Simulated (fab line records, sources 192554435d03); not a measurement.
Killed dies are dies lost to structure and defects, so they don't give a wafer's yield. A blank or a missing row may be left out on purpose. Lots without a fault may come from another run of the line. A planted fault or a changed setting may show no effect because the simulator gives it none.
A struck lot beside a sound one | flow n5_finfet | 22 steps out of a route of 1938
Sound: wafers L739.1, L739.5, L739.6. Struck: wafers L727.1, L727.3, L727.5. The cause comes at the end.
At each step with rows: each side's tool, then ch and its chambers, then its first start. Under that, the readings that differ: sound wafers | struck wafers | difference of the means | sigmas: that difference in standard deviations of wafers without a fault.
alike: readings whose means differ by less than 2 such deviations, and words and numbers that are the same on both sides. not compared: withheld readings, readings that some wafer has no value for, bounds like >300 that may hide the same value, and numbers for which the record gives no deviation and whose values overlap.
The two part at a step that has a row with sigmas, a row that says differs or no value, or rows on one side only. Numbers that don't overlap but have no deviation are shown without sigmas and don't part them. A reading that every wafer of one side lacks parts them only if that side has two wafers or more.

first, 12 steps without rows for these wafers: N5_SDB_STRIP_19 (strips in N2/H2); N5_SDB_STRIP_21 (strips in CF4); N5_SDB_HM_OPEN_20 (chemistry CH3F/O2, target SiNx, stops on poly-Si, target depth 24 nm); N5_SDB_STRIP_22 (strips in N2/H2); N5_SDB_PRECLEAN_23 (cleans in dHF, time 30 s); N5_SDB_DUMMY_REMOVE_24 (chemistry TMAH, target poly-Si, stops on SiO2, target depth 142 nm, time 57 s, rinse time 30 s); N5_SDB_ETCH_25 (etches SiO2 in C4F6/O2, target depth 10 nm, time 3.3 s); N5_SDB_CUT_ETCH_26 (etches Si in HBr/Cl2/O2, target depth 129.6 nm, bt time 20 s, time 51.8 s); N5_SDB_PRECLEAN_38 (cleans in dHF, time 10 s); N5_SDB_PRECLEAN_39 (cleans in O3/DIW, time 45 s); N5_SDB_SRD_28 (time 30 s); N5_SDB_ALD_29 (deposits SiNx, target thk 30 nm, pulse time 1 s, ald cycles 600).
N5_SDB_CMP_30: polishes, stops on poly-Si, t overpolish 1.54 s, target thk 30 nm.
  sound on cmp-03 ch 0,2,3, day 9 21:20; struck on cmp-04 ch 0,2, day 6 23:33
  alike: motor_current_A, overpolish_run_s, slurry_filter_dp_kPa, time_to_endpoint_s
N5_SDB_INSPECT_36: inspects for defects (darkfield).
  sound on defect_inspect-02, day 9 21:32; struck on defect_inspect-01, day 6 23:50
  reading          | sound    | struck      | difference | sigmas
  raw_defect_count | 26 37 31 | 479 513 495 | +464       | +26
then, 4 steps without rows for these wafers: N5_DUMMY_REMOVAL_HM_STRIP_01 (strips SiNx in CH3F/O2, stops on poly-Si, target depth 4 nm, time 6.8 s); N5_DUMMY_REMOVAL_STRIP_10 (strips in N2/H2, time 40 s); N5_DUMMY_REMOVAL_PRECLEAN_07 (cleans in dHF, time 30 s); N5_DUMMY_REMOVAL_DUMMY_REMOVE_02 (chemistry TMAH, target poly-Si, stops on SiO2, target depth 142 nm, time 57 s, rinse time 30 s).
N5_DUMMY_REMOVAL_INSPECT_06: inspects for defects (brightfield).
  sound on defect_inspect-02, day 9 22:11; struck on defect_inspect-02, day 7 00:18
  reading          | sound    | struck      | difference | sigmas
  raw_defect_count | 15 10 10 | 419 438 417 | +413       | +74
then, 1 step without rows for these wafers: N5_DUMMY_REMOVAL_PRECLEAN_08 (cleans in NF3:NH3, afs cycles 2, time 20 s, sublimation time 60 s).
-- the record jumps here: 4 days lie between the struck wafers' starts before and after (it left off in module DUMMY_REMOVAL and takes up again in module BEOL_M4, whose first step shown is number 1111 of the route) --
N5_BEOL_M4_RC_MEAS_101:
  sound on prober-02 ch 0, day 13 23:29; struck on prober-01 ch 0, day 11 08:23
  alike: DIBL_N, DIBL_P, IOFF_N, IOFF_P, ION_N, ION_P, SS_N, SS_P, VT_N, VT_P
-- the record jumps here: 5 days lie between the struck wafers' starts before and after (it left off in module BEOL_M4 and takes up again in module PASSIVATION, whose first step shown is number 1936 of the route) --
N5_PASSIVATION_PROBE_49:
  sound on prober-02, day 18 13:49; struck on prober-02, day 15 21:00
  reading                  | sound          | struck         | difference | sigmas
  defect_limited_yield (%) | 92.4 91.8 92.0 | 67.1 63.6 65.7 | -26.6      | -18
  killed_at_front_end      | 27 22 31       | 345 381 362    | +336       | +31
  killed_dies              | 90 97 94       | 388 430 405    | +314       | +18
  killed_on_rim            | 15 12 6        | 53 61 58       | +46        | +13
  sort_bin_5_function (%)  | 4.9 4.4 4.7    | 20.3 22.8 21.4 | +16.8      | +18
  sort_bin_6_memory (%)    | 2.5 3.6 2.9    | 11.4 11.6 11.0 | +8.3       | +12
  sort_n_pass              | 1090 1083 1086 | 792 750 775    | -314       | -18
  sort_yield_pct (%)       | 92.4 91.8 92.0 | 67.1 63.6 65.7 | -26.6      | -18
  alike: killed_at_M0_to_M3, killed_at_M4_up, killed_at_contacts, killed_at_other, killed_open, killed_short

WHERE THEY PART
First at N5_SDB_INSPECT_36; last, within this record, at N5_PASSIVATION_PROBE_49.

WHY: what the simulator had put in
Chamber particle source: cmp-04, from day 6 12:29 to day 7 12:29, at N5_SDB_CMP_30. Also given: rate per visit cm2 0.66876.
